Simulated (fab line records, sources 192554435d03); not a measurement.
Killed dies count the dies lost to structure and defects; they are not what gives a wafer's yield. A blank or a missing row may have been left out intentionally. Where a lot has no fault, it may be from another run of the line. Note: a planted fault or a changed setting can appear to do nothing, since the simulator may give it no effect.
A lot that was struck, set against a sound lot || flow n5_finfet || 23 out of 1938 route steps
Sound: the wafers L186.1, L186.3, L186.5. Wafers struck: L181.1, L181.3, L181.4. At the end, the cause is stated.
For every step that has rows: the tool of each side, followed by ch and its chambers, followed by its first start. Under that, the readings that differ: sound wafers || struck wafers || difference of the means || sigmas: that difference in standard deviations of wafers without a fault.
alike: readings whose means differ by less than 2 such deviations, and words and numbers that are the same on both sides. not compared: withheld readings, readings that some wafer has no value for, bounds like >300 that may hide the same value, and numbers for which the record gives no deviation and whose values overlap.
Wherever a step has rows on one side only, a row that says differs or no value, or a row with sigmas, the two part there. Numbers that have no deviation but don't overlap get no sigmas and don't part them. A reading missing from all wafers of one side parts the sides only when that side holds two or more wafers.

first, 11 steps without rows for these wafers: N5_BEOL_M15_STRIP_63 (strips in O2); N5_BEOL_M15_STRIP_64 (strips in O2); N5_BEOL_M15_STRIP_65 (strips in post etch residue remover, time 60 s); N5_BEOL_M15_SRD_66 (time 30 s, dry time 30 s); N5_BEOL_M15_COAT_56 (time 60 s, resist thk 550 nm); N5_BEOL_M15_ETCH_57 (etches SOC in N2/H2, time 750 s); N5_BEOL_M15_COAT_60 (time 60 s, resist thk 89 nm); N5_BEOL_M15_COAT_22 (resist thk 800 nm); N5_BEOL_M15_EBR_24; N5_BEOL_M15_SOFTBAKE_23 (time 60 s); N5_BEOL_M15_EXPOSE_25 (exposes mask M15, target cd 400 nm).
N5_BEOL_M15_PEB_26: peb time 90 s.
  sound on litho_track-05 ch 0, day 16 11:22; struck on litho_track-01 ch 0, day 14 20:14
{"reading": "plate_temp_C (C)", "sound": "130.03 130.08 130.15", "struck": "130.98 131.08 130.98", "difference": "+0.93", "sigmas": "+7"}
  alike: chill_plate_temp_C
then, 2 steps without rows for these wafers: N5_BEOL_M15_DEVELOP_27 (develop time 45 s); N5_BEOL_M15_HARDBAKE_32 (time 120 s).
N5_BEOL_M15_DESCUM_33: chemistry O2, time 7.9 s.
  sound on rie_diel-01 ch 1,2,3, day 16 11:40; struck on rie_diel-06 ch 2,3, day 14 20:40
  alike: drypump_motor_current_A, oes_product_au, rf_vpp_V, showerhead_plenum_p_Torr, throttle_valve_pct
  not compared: rf_hours_counter_h, model.BEOL_M15.cd_nm
then, 5 steps without rows for these wafers: N5_BEOL_M15_ETCH_61 (etches BARC in N2/H2, target depth 89 nm, overetch 26.7 nm, time 67.9 s); N5_BEOL_M15_TRENCH_ETCH_34 (etches SiO2 in C4F8/O2/Ar, target depth 872.93 nm, time 199 s); N5_BEOL_M15_STRIP_36 (strips in O2); N5_BEOL_M15_STRIP_62 (strips in O2); N5_BEOL_M15_STRIP_37 (strips in O2).
N5_BEOL_M15_ETCH_38: etches SiCN in CF4/N2, target depth 106.4 nm, time 120.5 s.
  sound on rie_diel-01 ch 1,2,3; struck on rie_diel-02 ch 0,1,2
  alike: cf4_flow_sccm, drypump_motor_current_A, oes_product_au, rf_vpp_V, showerhead_plenum_p_Torr, throttle_valve_pct
  not compared: rf_hours_counter_h, model.BEOL_M15.cd_nm
then, 1 step without rows for these wafers: N5_BEOL_M15_PRECLEAN_39 (cleans in residue remover, time 60 s).
N5_PASSIVATION_PROBE_49:
  sound wafers here have rows in the record (prober-01, day 17 06:47); struck ones have none

== WHERE THEY PART ==
Earliest at N5_BEOL_M15_PEB_26; latest, in this record, at N5_PASSIVATION_PROBE_49.

WHY: the cause the simulator had injected
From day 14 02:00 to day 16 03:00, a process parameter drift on litho_track-01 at N5_BEOL_M15_PEB_26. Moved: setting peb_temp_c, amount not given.
